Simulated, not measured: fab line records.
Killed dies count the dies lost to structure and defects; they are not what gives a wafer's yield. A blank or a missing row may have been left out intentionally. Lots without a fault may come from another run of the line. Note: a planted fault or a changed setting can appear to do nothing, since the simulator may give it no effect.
Which tool did it? + flow nand-harc + 36 wafers from 12 lots sampled at 6 of the route's 1302 steps

== WHAT THE GAUGES SHOWED, per wafer ==
NHARC_A_BONDPAD_THK_MEAS_30: measures by ellipsometry.
| lot  | measured     | on            | thk-nm (nm)       |
|------|--------------|---------------|-------------------|
| L300 | day 23 11:37 | film-metro-02 | 200.8 200.8 199.9 |
| L302 | day 24 02:53 | film-metro-02 | 200.7 199.4 200.3 |
| L303 | day 24 19:22 | film-metro-02 | 198.5 199.7 201.0 |
| L305 | day 25 14:17 | film-metro-01 | 199.9 201.9 199.4 |
| L307 | day 26 12:37 | film-metro-01 | 200.7 199.0 200.2 |
| L309 | day 26 16:32 | film-metro-02 | 201.8 202.4 199.2 |
| L308 | day 26 23:45 | film-metro-01 | 198.5 199.6 197.5 |
| L310 | day 27 15:29 | film-metro-01 | 199.8 201.0 200.8 |
| L315 | day 29 01:30 | film-metro-02 | 200.2 201.7 202.0 |
| L314 | day 29 11:47 | film-metro-01 | 250.7 249.1 251.1 |
| L318 | day 30 06:14 | film-metro-01 | 242.6 243.3 247.1 |
| L323 | day 32 11:32 | film-metro-02 | 198.5 198.0 200.0 |

NHARC_END_SORT_01.
| lot  | measured     | on        | defect-limited-yield (%) | killed-at-array | killed-at-other | killed-at-periphery | killed-dies | killed-open | killed-short |
|------|--------------|-----------|--------------------------|-----------------|-----------------|---------------------|-------------|-------------|--------------|
| L314 | day 30 19:10 | prober-02 | 0 0 0                    | 674 673 673     | 0 1 2           | 3 3 2               | 677 677 677 | 1 0 5       | 1 2 2        |
| L318 | day 31 13:04 | prober-01 | 0 0 0                    | 672 672 666     | 0 0 0           | 5 5 11              | 677 677 677 | 1 4 2       | 1 0 1        |

== WHAT TOOL EACH LOT RAN ON (gives the tool, then ch and the chambers of the sampled wafers, and finally the start) ==
| lot  | NHARC_A_M1_ETCH_15                            | NHARC_A_M1_CMP_23             | NHARC_A_M1_DEP_33               | NHARC_A_BONDPAD_CMP_29        |
|------|-----------------------------------------------|-------------------------------|---------------------------------|-------------------------------|
| L300 | rie-diel-13 ch 0,1,3, day 23 09:50 or earlier | cmp-03 ch 0,2,3, day 23 09:50 | pecvd-04 ch 0,1,2, day 23 10:27 | cmp-01 ch 2,3, day 23 11:22   |
| L302 | rie-diel-13 ch 0,1,3, day 24 01:06 or earlier | cmp-01 ch 1,2,3, day 24 01:06 | pecvd-02 ch 1,2, day 24 01:43   | cmp-01 ch 0,2,3, day 24 02:40 |
| L303 | rie-diel-03 ch 0,1, day 24 17:31 or earlier   | cmp-01 ch 1,3, day 24 17:31   | pecvd-04 ch 0,1, day 24 18:08   | cmp-01 ch 2,3, day 24 19:06   |
| L305 | rie-diel-13 ch 1,2,3, day 25 12:21 or earlier | cmp-01 ch 0,2,3, day 25 12:21 | pecvd-04 ch 0,1, day 25 12:56   | cmp-02 ch 0,2, day 25 14:04   |
| L307 | rie-diel-13 ch 0,1, day 26 10:50 or earlier   | cmp-01 ch 0,1,2, day 26 10:50 | pecvd-02 ch 0,2, day 26 11:24   | cmp-01 ch 1,3, day 26 12:23   |
| L309 | rie-diel-08 ch 0,3, day 26 14:42 or earlier   | cmp-01 ch 0,1, day 26 14:42   | pecvd-02 ch 0,1, day 26 15:19   | cmp-03 ch 0,1,3, day 26 16:19 |
| L308 | rie-diel-13 ch 2,3, day 26 22:01 or earlier   | cmp-01 ch 0,2,3, day 26 22:01 | pecvd-02 ch 0,1, day 26 22:38   | cmp-02 ch 0,2,3, day 26 23:34 |
| L310 | rie-diel-13 ch 2,3, day 27 13:38 or earlier   | cmp-01 ch 2,3, day 27 13:38   | pecvd-03 ch 0,1,2, day 27 14:21 | cmp-02 ch 0,3, day 27 15:16   |
| L315 | rie-diel-13 ch 1,3, day 28 23:40 or earlier   | cmp-01 ch 1,2,3, day 28 23:40 | pecvd-03 ch 0,1,2, day 29 00:17 | cmp-01 ch 0,2,3, day 29 01:15 |
| L314 | rie-diel-13 ch 0,2,3, day 29 10:00 or earlier | cmp-04 ch 0,1,2, day 29 10:00 | pecvd-03 ch 0,1,2, day 29 10:35 | cmp-02 ch 1,2,3, day 29 11:32 |
| L318 | rie-diel-08 ch 0,1,2, day 30 04:25 or earlier | cmp-03 ch 0,3, day 30 04:25   | pecvd-03 ch 0,2, day 30 05:01   | cmp-02 ch 1,2, day 30 05:59   |
| L323 | rie-diel-08 ch 0,2,3, day 32 09:33 or earlier | cmp-04 ch 0,1,3, day 32 09:33 | pecvd-03 ch 0,1,2, day 32 10:09 | cmp-03 ch 1,2,3, day 32 11:17 |
- NHARC_A_M1_ETCH_15: etches the open film in C4F8/Ar, target depth 182.5 nm, time 91.2 s.
- NHARC_A_M1_CMP_23: polishes, t overpolish 20 s, target thk 154.34 nm.
- NHARC_A_M1_DEP_33: deposits SiCN, target thk 30 nm.
- NHARC_A_BONDPAD_CMP_29: polishes SiCN, target thk 200 nm.

== WHAT THE TOOLS THEMSELVES READ (means of the sampled wafers that have a number; where no wafer has one, the mark that the record gives instead) ==
NHARC_A_M1_ETCH_15.
| lot  | tool        | oes-product-au (a.u.) | rf-vpp-V (V) |
|------|-------------|-----------------------|--------------|
| L300 | rie-diel-13 | 0.977                 | 440.1        |
| L302 | rie-diel-13 | 0.973                 | 440.9        |
| L303 | rie-diel-03 | 0.922                 | 442.6        |
| L305 | rie-diel-13 | 0.933                 | 438.4        |
| L307 | rie-diel-13 | 0.971                 | 440.1        |
| L309 | rie-diel-08 | 0.974                 | 443.2        |
| L308 | rie-diel-13 | 0.970                 | 438.5        |
| L310 | rie-diel-13 | 0.974                 | 438.5        |
| L315 | rie-diel-13 | 0.975                 | 438.6        |
| L314 | rie-diel-13 | 0.954                 | 439.8        |
| L318 | rie-diel-08 | 0.971                 | 439.5        |
| L323 | rie-diel-08 | 0.979                 | 441.0        |

NHARC_A_M1_CMP_23.
| lot  | tool   | edge-zone-pressure-frac | motor-current-A (A) | time-to-endpoint-s (s) |
|------|--------|-------------------------|---------------------|------------------------|
| L300 | cmp-03 | 1.001                   | 11.7                | 25.5                   |
| L302 | cmp-01 | 0.995                   | 11.5                | 30.0                   |
| L303 | cmp-01 | 1.004                   | 11.3                | 31.7                   |
| L305 | cmp-01 | 0.997                   | 12.7                | 29.2                   |
| L307 | cmp-01 | 1.000                   | 12.3                | 32.6                   |
| L309 | cmp-01 | 1.000                   | 13.3                | 29.9                   |
| L308 | cmp-01 | 1.003                   | 12.4                | 30.5                   |
| L310 | cmp-01 | 1.004                   | 12.0                | 28.5                   |
| L315 | cmp-01 | 0.999                   | 11.6                | 32.4                   |
| L314 | cmp-04 | 0.999                   | 11.2                | 28.8                   |
| L318 | cmp-03 | 1.003                   | 11.8                | 28.6                   |
| L323 | cmp-04 | 0.999                   | 10.8                | 30.2                   |

NHARC_A_M1_DEP_33.
| lot  | tool     | heater-power-w (W) |
|------|----------|--------------------|
| L300 | pecvd-04 | 557                |
| L302 | pecvd-02 | 546                |
| L303 | pecvd-04 | 622                |
| L305 | pecvd-04 | 600                |
| L307 | pecvd-02 | 540                |
| L309 | pecvd-02 | 566                |
| L308 | pecvd-02 | 557                |
| L310 | pecvd-03 | 633                |
| L315 | pecvd-03 | 598                |
| L314 | pecvd-03 | 656                |
| L318 | pecvd-03 | 583                |
| L323 | pecvd-03 | 653                |

NHARC_A_BONDPAD_CMP_29.
| lot  | tool   | edge-zone-pressure-frac | motor-current-A (A) |
|------|--------|-------------------------|---------------------|
| L300 | cmp-01 | 1.001                   | 12.3                |
| L302 | cmp-01 | 1.006                   | 13.0                |
| L303 | cmp-01 | 1.000                   | 11.8                |
| L305 | cmp-02 | 1.003                   | 12.5                |
| L307 | cmp-01 | 1.002                   | 11.7                |
| L309 | cmp-03 | 1.000                   | 11.6                |
| L308 | cmp-02 | 0.998                   | 12.6                |
| L310 | cmp-02 | 0.997                   | 12.8                |
| L315 | cmp-01 | 0.996                   | 12.3                |
| L314 | cmp-02 | -                       | -                   |
| L318 | cmp-02 | -                       | -                   |
| L323 | cmp-03 | 1.003                   | 12.0                |

== THE ANSWER, worked out from the rows above alone ==
Rule: what is usual is taken from the lots themselves. The widest of any qualifying gaps counts: lots, ordered by their means at a reading, are off when they make up no more than a third of the lots, leave a main group of 4 or more, and stand apart from it by 3 or more times the standard deviation of that group's means. A main group whose means are all the same, to the digits that the tables above print for the reading, isn't used. Also off: a lot with no number at a reading for which 4 or more lots have one. The other lots that the step has rows for count as sound. The gauges are gone through in route order, then the tools' own readings, and for those a lot's mean is taken as printed above. The first step at which some lot is off is used, and at that step the reading that is off furthest; a lot without a number counts as furthest.
Off: L314, L318, at NHARC_A_BONDPAD_THK_MEAS_30 (thk-nm). The main group: mean 200.1 nm, standard deviation 0.85.
If a tool, at a process step before that reading, ran all the lots that are off and no sound lot after the first of them, it fits. Not tried: the gauges at NHARC_A_BONDPAD_THK_MEAS_30; whatever is off there is also off at NHARC_A_BONDPAD_CMP_29, on other tools, and gauge error can't account for it. NHARC_A_M1_ETCH_15 gives no start for some lots, so the hours and the order of its lots are those of NHARC_A_M1_CMP_23. One fits: NHARC_A_BONDPAD_CMP_29 on cmp-02. Its last sound lot is L310 (day 27 15:16), its first lot that is off L314 (day 29 11:32): a fault that began between those two fits.
Blank at NHARC_A_BONDPAD_CMP_29 on the lots that are off, where sound lots have numbers: edge-zone-pressure-frac, motor-current-A.

== WHAT THE SIMULATOR HAD PUT IN ==
Beginning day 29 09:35, the whole step at NHARC_A_BONDPAD_CMP_29 was skipped on cmp-02. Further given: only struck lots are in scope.
Struck lots among those shown: L314, L318. The rule above reached the same finding.
